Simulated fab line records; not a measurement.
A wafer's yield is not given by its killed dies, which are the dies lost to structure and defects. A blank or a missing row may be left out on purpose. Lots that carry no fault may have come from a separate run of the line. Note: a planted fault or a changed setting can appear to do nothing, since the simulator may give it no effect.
Split-lot experiment || flow n5Finfet || 39 wafers read across 7 lots, on a route 1938 steps long

ON THE SPLIT
At N5_HKMG_FIN_ETCH_35 (etches SOC in N2/H2, target depth 215.8 nm, time 243.4 s), the setting targetDepthA was moved away from the recipe's 2158 angstrom on 18 of the 39 wafers read, by -11.4% to +5.8%. This setting was run at the recipe's value on the other wafers.

Reading taken at the split's own step.

THE READING
HKMG_FIN.featureDepthNm (the simulator's own value, which no gauge read), in nm, at N5_HKMG_FIN_ETCH_35 (etches SOC in N2/H2, target depth 215.8 nm, time 243.4 s). The file gives no usual value for it. The 21 wafers here that ran the recipe average 216.0 nm, standard deviation 3 nm.

{"wafer": "L074.1", "tool, chamber at the split": "rieDiel-06, 3", "targetDepthA as run, angstrom": 2158, "against the recipe": "recipe", "HKMG_FIN.featureDepthNm, nm": 220, "against lot-mates on the recipe": "-"}
{"wafer": "L074.2", "tool, chamber at the split": "rieDiel-06, 0", "targetDepthA as run, angstrom": 1940, "against the recipe": "-10.1%", "HKMG_FIN.featureDepthNm, nm": 194, "against lot-mates on the recipe": -24.4}
{"wafer": "L074.3", "tool, chamber at the split": "rieDiel-06, 2", "targetDepthA as run, angstrom": 2158, "against the recipe": "recipe", "HKMG_FIN.featureDepthNm, nm": 214.8, "against lot-mates on the recipe": "-"}
{"wafer": "L074.4", "tool, chamber at the split": "rieDiel-06, 1", "targetDepthA as run, angstrom": 1940, "against the recipe": "-10.1%", "HKMG_FIN.featureDepthNm, nm": 197.6, "against lot-mates on the recipe": -20.8}
{"wafer": "L074.5", "tool, chamber at the split": "rieDiel-06, 1", "targetDepthA as run, angstrom": 2158, "against the recipe": "recipe", "HKMG_FIN.featureDepthNm, nm": 220.4, "against lot-mates on the recipe": "-"}
{"wafer": "L074.6", "tool, chamber at the split": "rieDiel-06, 0", "targetDepthA as run, angstrom": 1940, "against the recipe": "-10.1%", "HKMG_FIN.featureDepthNm, nm": 194.2, "against lot-mates on the recipe": -24.2}
{"wafer": "L083.1", "tool, chamber at the split": "rieDiel-06, 2", "targetDepthA as run, angstrom": 2158, "against the recipe": "recipe", "HKMG_FIN.featureDepthNm, nm": 215.4, "against lot-mates on the recipe": "-"}
{"wafer": "L083.2", "tool, chamber at the split": "rieDiel-06, 3", "targetDepthA as run, angstrom": 2158, "against the recipe": "recipe", "HKMG_FIN.featureDepthNm, nm": 218.2, "against lot-mates on the recipe": "-"}
{"wafer": "L083.3", "tool, chamber at the split": "rieDiel-06, 0", "targetDepthA as run, angstrom": 1913, "against the recipe": "-11.4%", "HKMG_FIN.featureDepthNm, nm": 188.2, "against lot-mates on the recipe": -28.8}
{"wafer": "L083.4", "tool, chamber at the split": "rieDiel-06, 1", "targetDepthA as run, angstrom": 2158, "against the recipe": "recipe", "HKMG_FIN.featureDepthNm, nm": 217.4, "against lot-mates on the recipe": "-"}
{"wafer": "L083.5", "tool, chamber at the split": "rieDiel-06, 1", "targetDepthA as run, angstrom": 1913, "against the recipe": "-11.4%", "HKMG_FIN.featureDepthNm, nm": 192.4, "against lot-mates on the recipe": -24.6}
{"wafer": "L083.6", "tool, chamber at the split": "rieDiel-06, 2", "targetDepthA as run, angstrom": 1913, "against the recipe": "-11.4%", "HKMG_FIN.featureDepthNm, nm": 189.6, "against lot-mates on the recipe": -27.4}
{"wafer": "L085.1", "tool, chamber at the split": "rieDiel-05, 1", "targetDepthA as run, angstrom": 2284, "against the recipe": "+5.8%", "HKMG_FIN.featureDepthNm, nm": 231.4, "against lot-mates on the recipe": "+17.5"}
{"wafer": "L085.2", "tool, chamber at the split": "rieDiel-05, 0", "targetDepthA as run, angstrom": 2284, "against the recipe": "+5.8%", "HKMG_FIN.featureDepthNm, nm": 237, "against lot-mates on the recipe": "+23.1"}
{"wafer": "L085.3", "tool, chamber at the split": "rieDiel-05, 2", "targetDepthA as run, angstrom": 2158, "against the recipe": "recipe", "HKMG_FIN.featureDepthNm, nm": 213.4, "against lot-mates on the recipe": "-"}
{"wafer": "L085.4", "tool, chamber at the split": "rieDiel-05, 3", "targetDepthA as run, angstrom": 2158, "against the recipe": "recipe", "HKMG_FIN.featureDepthNm, nm": 215.4, "against lot-mates on the recipe": "-"}
{"wafer": "L085.5", "tool, chamber at the split": "rieDiel-05, 2", "targetDepthA as run, angstrom": 2158, "against the recipe": "recipe", "HKMG_FIN.featureDepthNm, nm": 213, "against lot-mates on the recipe": "-"}
{"wafer": "L085.6", "tool, chamber at the split": "rieDiel-05, 1", "targetDepthA as run, angstrom": 2284, "against the recipe": "+5.8%", "HKMG_FIN.featureDepthNm, nm": 231.4, "against lot-mates on the recipe": "+17.5"}
{"wafer": "L086.1", "tool, chamber at the split": "rieDiel-05, 1", "targetDepthA as run, angstrom": 2158, "against the recipe": "recipe", "HKMG_FIN.featureDepthNm, nm": 220.2, "against lot-mates on the recipe": "-"}
{"wafer": "L086.2", "tool, chamber at the split": "rieDiel-05, 3", "targetDepthA as run, angstrom": 2158, "against the recipe": "recipe", "HKMG_FIN.featureDepthNm, nm": 213.8, "against lot-mates on the recipe": "-"}
{"wafer": "L086.3", "tool, chamber at the split": "rieDiel-05, 0", "targetDepthA as run, angstrom": 1997, "against the recipe": "-7.5%", "HKMG_FIN.featureDepthNm, nm": 207.4, "against lot-mates on the recipe": -7.7}
{"wafer": "L086.4", "tool, chamber at the split": "rieDiel-05, 2", "targetDepthA as run, angstrom": 2158, "against the recipe": "recipe", "HKMG_FIN.featureDepthNm, nm": 211.4, "against lot-mates on the recipe": "-"}
{"wafer": "L086.5", "tool, chamber at the split": "rieDiel-05, 1", "targetDepthA as run, angstrom": 1997, "against the recipe": "-7.5%", "HKMG_FIN.featureDepthNm, nm": 201.2, "against lot-mates on the recipe": -13.9}
{"wafer": "L086.6", "tool, chamber at the split": "rieDiel-05, 2", "targetDepthA as run, angstrom": 1997, "against the recipe": "-7.5%", "HKMG_FIN.featureDepthNm, nm": 196.6, "against lot-mates on the recipe": -18.5}
{"wafer": "L088.1", "tool, chamber at the split": "rieDiel-06, 3", "targetDepthA as run, angstrom": 2158, "against the recipe": "recipe", "HKMG_FIN.featureDepthNm, nm": 217.2, "against lot-mates on the recipe": "-"}
{"wafer": "L088.2", "tool, chamber at the split": "rieDiel-06, 0", "targetDepthA as run, angstrom": 2050, "against the recipe": "-5.0%", "HKMG_FIN.featureDepthNm, nm": 202.2, "against lot-mates on the recipe": -11.5}
{"wafer": "L088.3", "tool, chamber at the split": "rieDiel-06, 2", "targetDepthA as run, angstrom": 2050, "against the recipe": "-5.0%", "HKMG_FIN.featureDepthNm, nm": 198.6, "against lot-mates on the recipe": -15.1}
{"wafer": "L088.4", "tool, chamber at the split": "rieDiel-06, 2", "targetDepthA as run, angstrom": 2158, "against the recipe": "recipe", "HKMG_FIN.featureDepthNm, nm": 210.6, "against lot-mates on the recipe": "-"}
{"wafer": "L088.5", "tool, chamber at the split": "rieDiel-06, 3", "targetDepthA as run, angstrom": 2050, "against the recipe": "-5.0%", "HKMG_FIN.featureDepthNm, nm": 205.8, "against lot-mates on the recipe": -7.9}
{"wafer": "L088.6", "tool, chamber at the split": "rieDiel-06, 0", "targetDepthA as run, angstrom": 2158, "against the recipe": "recipe", "HKMG_FIN.featureDepthNm, nm": 213.2, "against lot-mates on the recipe": "-"}
{"wafer": "L092.1", "tool, chamber at the split": "rieDiel-02, 2", "targetDepthA as run, angstrom": 2158, "against the recipe": "recipe", "HKMG_FIN.featureDepthNm, nm": 212.8, "against lot-mates on the recipe": "-"}
{"wafer": "L092.3", "tool, chamber at the split": "rieDiel-02, 1", "targetDepthA as run, angstrom": 2158, "against the recipe": "recipe", "HKMG_FIN.featureDepthNm, nm": 216.4, "against lot-mates on the recipe": "-"}
{"wafer": "L092.4", "tool, chamber at the split": "rieDiel-02, 0", "targetDepthA as run, angstrom": 2158, "against the recipe": "recipe", "HKMG_FIN.featureDepthNm, nm": 220.8, "against lot-mates on the recipe": "-"}
{"wafer": "L094.1", "tool, chamber at the split": "rieDiel-06, 0", "targetDepthA as run, angstrom": 1935, "against the recipe": "-10.3%", "HKMG_FIN.featureDepthNm, nm": 192.6, "against lot-mates on the recipe": -24.8}
{"wafer": "L094.2", "tool, chamber at the split": "rieDiel-06, 3", "targetDepthA as run, angstrom": 2158, "against the recipe": "recipe", "HKMG_FIN.featureDepthNm, nm": 219.4, "against lot-mates on the recipe": "-"}
{"wafer": "L094.3", "tool, chamber at the split": "rieDiel-06, 2", "targetDepthA as run, angstrom": 1935, "against the recipe": "-10.3%", "HKMG_FIN.featureDepthNm, nm": 190.2, "against lot-mates on the recipe": -27.2}
{"wafer": "L094.4", "tool, chamber at the split": "rieDiel-06, 1", "targetDepthA as run, angstrom": 1935, "against the recipe": "-10.3%", "HKMG_FIN.featureDepthNm, nm": 196.8, "against lot-mates on the recipe": -20.6}
{"wafer": "L094.5", "tool, chamber at the split": "rieDiel-06, 2", "targetDepthA as run, angstrom": 2158, "against the recipe": "recipe", "HKMG_FIN.featureDepthNm, nm": 215, "against lot-mates on the recipe": "-"}
{"wafer": "L094.6", "tool, chamber at the split": "rieDiel-06, 1", "targetDepthA as run, angstrom": 2158, "against the recipe": "recipe", "HKMG_FIN.featureDepthNm, nm": 217.8, "against lot-mates on the recipe": "-"}

THE FIT
A straight line over all 39 wafers: HKMG_FIN.featureDepthNm changes by +2.3 nm for each +1% of targetDepthA; r = +0.96; the points scatter about the line by 3.4 nm.
The same after taking each lot's own level away (the mean of its wafers on the recipe; 39 wafers): +2.43 nm for each +1%; r = +0.97; scatter 3.3 nm.
The reading moves by 28 nm for the largest change in targetDepthA, on that fit.
From 213.67 to 218.40 nm: that is the span of the lots' own levels, equal to 1.6 times the standard deviation above.
Consequently the slope shifts little with the lot-to-lot level, the two slopes agreeing.
Check: for one of the wafers moved furthest among these (-11.4%), held out of the fit, the line's prediction against its lot-mates is -26.3 nm. It came out at -28.8 nm against them.

OTHER SPLITS APPLIED TO THESE WAFERS
Other splits were also applied to these wafers ahead of the reading. Each is held against what the fit with the lots' levels taken away leaves over:
{"other split on the same wafers": "N5_SD_EPI_N_ETCH_35 sourceW", "wafers away from the commonest value": 9, "r with HKMG_FIN.featureDepthNm (lot level and that fit taken away)": -0.06}
{"other split on the same wafers": "N5_HKMG_FIN_CVD_62 tempC", "wafers away from the commonest value": 15, "r with HKMG_FIN.featureDepthNm (lot level and that fit taken away)": -0.14}
{"other split on the same wafers": "N5_HKMG_FIN_ETCH_32 sourceW", "wafers away from the commonest value": 9, "r with HKMG_FIN.featureDepthNm (lot level and that fit taken away)": -0.05}

THE WHOLE CHAIN: every reading that the file lists as answering this split, in the file's order
{"step": "N5_HKMG_FIN_ETCH_35", "what it does": "etches SOC in N2/H2, target depth 215.8 nm, time 243.4 s", "reading": "SOC_of_HKMG_FIN_COAT_29.thkNm (the simulator's own value, which no gauge read)", "change (the file's fit)": "-2.36 nm for each +1% of the setting", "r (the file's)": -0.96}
{"step": "N5_HKMG_FIN_ETCH_35", "what it does": "etches SOC in N2/H2, target depth 215.8 nm, time 243.4 s", "reading": "etch.depthNm (the simulator's own value, which no gauge read)", "change (the file's fit)": "+2.34 nm for each +1% of the setting", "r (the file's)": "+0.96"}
{"step": "N5_HKMG_FIN_ETCH_35", "what it does": "etches SOC in N2/H2, target depth 215.8 nm, time 243.4 s", "reading": "HKMG_FIN.featureDepthNm (the simulator's own value, which no gauge read)", "change (the file's fit)": "+2.34 nm for each +1% of the setting", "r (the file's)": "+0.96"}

THE FILE'S OWN FIT
HKMG_FIN.featureDepthNm changes by +2.34 nm for each +1% of targetDepthA, r = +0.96.
